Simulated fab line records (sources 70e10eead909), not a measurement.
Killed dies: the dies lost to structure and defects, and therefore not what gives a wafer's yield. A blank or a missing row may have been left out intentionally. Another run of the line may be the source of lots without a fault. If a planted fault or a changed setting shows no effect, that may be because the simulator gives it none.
Matching of chambers :: flow nand_harc :: pecvd-04 running NHARC_A_STAIRCASE_DEP_280: 3 sister chambers
The step deposits SiON, target thk 30 nm. 3 wafers are shown with their chamber, then 12 later ones without.

== WAFERS PAIRED WITH THEIR CHAMBERS ==
wafer: L089.3
chamber: 1
heater_power_w (W): 760

wafer: L091.4
chamber: 2
heater_power_w (W): 581

wafer: L091.5
chamber: 0
heater_power_w (W): 727

== WAFERS MISSING THEIR CHAMBER ==
wafer: L092.1
heater_power_w (W): 723

wafer: L092.3
heater_power_w (W): 662

wafer: L092.6
heater_power_w (W): 665

wafer: L094.1
heater_power_w (W): 588

wafer: L094.2
heater_power_w (W): 779

wafer: L094.4
heater_power_w (W): 761

wafer: L095.1
heater_power_w (W): 797

wafer: L095.3
heater_power_w (W): 589

wafer: L095.5
heater_power_w (W): 591

wafer: L097.1
heater_power_w (W): 819

wafer: L097.4
heater_power_w (W): 780

wafer: L097.5
heater_power_w (W): 841

== THE CHAMBER EACH PASSED THROUGH ==
wafer: L092.1
from the rows above: can't be placed: 0 or 1
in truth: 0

wafer: L092.3
from the rows above: can't be placed: 0 or 2 or 1
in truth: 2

wafer: L092.6
from the rows above: can't be placed: 0 or 2 or 1
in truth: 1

wafer: L094.1
from the rows above: 2
in truth: 2

wafer: L094.2
from the rows above: can't be placed: 1 or 0
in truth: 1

wafer: L094.4
from the rows above: can't be placed: 1 or 0
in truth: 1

wafer: L095.1
from the rows above: can't be placed: 1 or 0
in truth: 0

wafer: L095.3
from the rows above: 2
in truth: 2

wafer: L095.5
from the rows above: 2
in truth: 2

wafer: L097.1
from the rows above: can't be placed: 1 or 0
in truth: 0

wafer: L097.4
from the rows above: can't be placed: 1 or 0
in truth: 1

wafer: L097.5
from the rows above: can't be placed: 1 or 0
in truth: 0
Correctly placed: 3 of 12. Can't be placed from these rows: 9 (the true chamber is among the candidates in 9). Number placed wrongly: 0.
How it was worked out, from the rows above alone: a wafer's distance from a chamber is the root of the sum, over the readings, of the square of ((its reading less the chamber's mean) divided by the reading's scatter). If the next closest chamber is less than 2 further off than the closest, the wafer can't be placed; otherwise it belongs to the closest. Each chamber's mean is taken over the wafers shown for it. The scatter (one wafer shown for each chamber): square how far every hidden wafer sits from the nearest shown wafer, average those squares and take the square root.
